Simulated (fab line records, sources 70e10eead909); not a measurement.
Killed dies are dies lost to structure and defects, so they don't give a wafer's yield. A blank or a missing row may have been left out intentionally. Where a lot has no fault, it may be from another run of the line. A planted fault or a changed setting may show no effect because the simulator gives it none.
Chamber matching || flow nandHarc || rieDiel-08 running NHARC_A_BLC_DESCUM_15: 4 sister chambers
The step chemistry O2, time 3 s. 4 wafers are shown with their chamber, then 12 later ones without.

## WAFERS PAIRED WITH THEIR CHAMBERS
{"wafer": "L083.2", "chamber": 2, "showerheadPlenumPTorr (Torr)": 2.03}
{"wafer": "L083.5", "chamber": 3, "showerheadPlenumPTorr (Torr)": 1.89}
{"wafer": "L084.1", "chamber": 1, "showerheadPlenumPTorr (Torr)": 1.83}
{"wafer": "L084.6", "chamber": 0, "showerheadPlenumPTorr (Torr)": 1.89}

## WAFERS WHOSE CHAMBER IS MISSING
{"wafer": "L087.1", "showerheadPlenumPTorr (Torr)": 1.83}
{"wafer": "L087.4", "showerheadPlenumPTorr (Torr)": 1.88}
{"wafer": "L087.6", "showerheadPlenumPTorr (Torr)": 1.89}
{"wafer": "L087.2", "showerheadPlenumPTorr (Torr)": 1.89}
{"wafer": "L087.3", "showerheadPlenumPTorr (Torr)": 2.03}
{"wafer": "L087.5", "showerheadPlenumPTorr (Torr)": 1.89}
{"wafer": "L089.1", "showerheadPlenumPTorr (Torr)": 1.88}
{"wafer": "L089.3", "showerheadPlenumPTorr (Torr)": 2.03}
{"wafer": "L089.6", "showerheadPlenumPTorr (Torr)": 1.89}
{"wafer": "L088.1", "showerheadPlenumPTorr (Torr)": 2.03}
{"wafer": "L088.2", "showerheadPlenumPTorr (Torr)": 1.88}
{"wafer": "L088.5", "showerheadPlenumPTorr (Torr)": 1.83}

## CHAMBER TAKEN BY EACH
{"wafer": "L087.1", "from the rows above": 1, "in truth": 1}
{"wafer": "L087.4", "from the rows above": "can't be placed: 0 or 3", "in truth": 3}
{"wafer": "L087.6", "from the rows above": "can't be placed: 0 or 3", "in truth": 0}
{"wafer": "L087.2", "from the rows above": "can't be placed: 0 or 3", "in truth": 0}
{"wafer": "L087.3", "from the rows above": 2, "in truth": 2}
{"wafer": "L087.5", "from the rows above": "can't be placed: 0 or 3", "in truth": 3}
{"wafer": "L089.1", "from the rows above": "can't be placed: 0 or 3", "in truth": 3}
{"wafer": "L089.3", "from the rows above": 2, "in truth": 2}
{"wafer": "L089.6", "from the rows above": "can't be placed: 0 or 3", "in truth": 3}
{"wafer": "L088.1", "from the rows above": 2, "in truth": 2}
{"wafer": "L088.2", "from the rows above": "can't be placed: 0 or 3", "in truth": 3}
{"wafer": "L088.5", "from the rows above": 1, "in truth": 1}
Correct placement for 5 of the 12. From these rows, 7 cannot be placed; in 7 the true chamber is one of the candidates. 0 placed wrongly.
How it was worked out, from the rows above alone: a wafer's distance from a chamber is the root of the sum, over the readings, of the square of ((its reading less the chamber's mean) divided by the reading's scatter). If the next closest chamber is less than 2 further off than the closest, the wafer can't be placed; otherwise it belongs to the closest. Each chamber's mean is taken over the wafers shown for it. The scatter: with one shown wafer a chamber, the root of the mean of the squares of how far each hidden wafer lies from its nearest shown one.
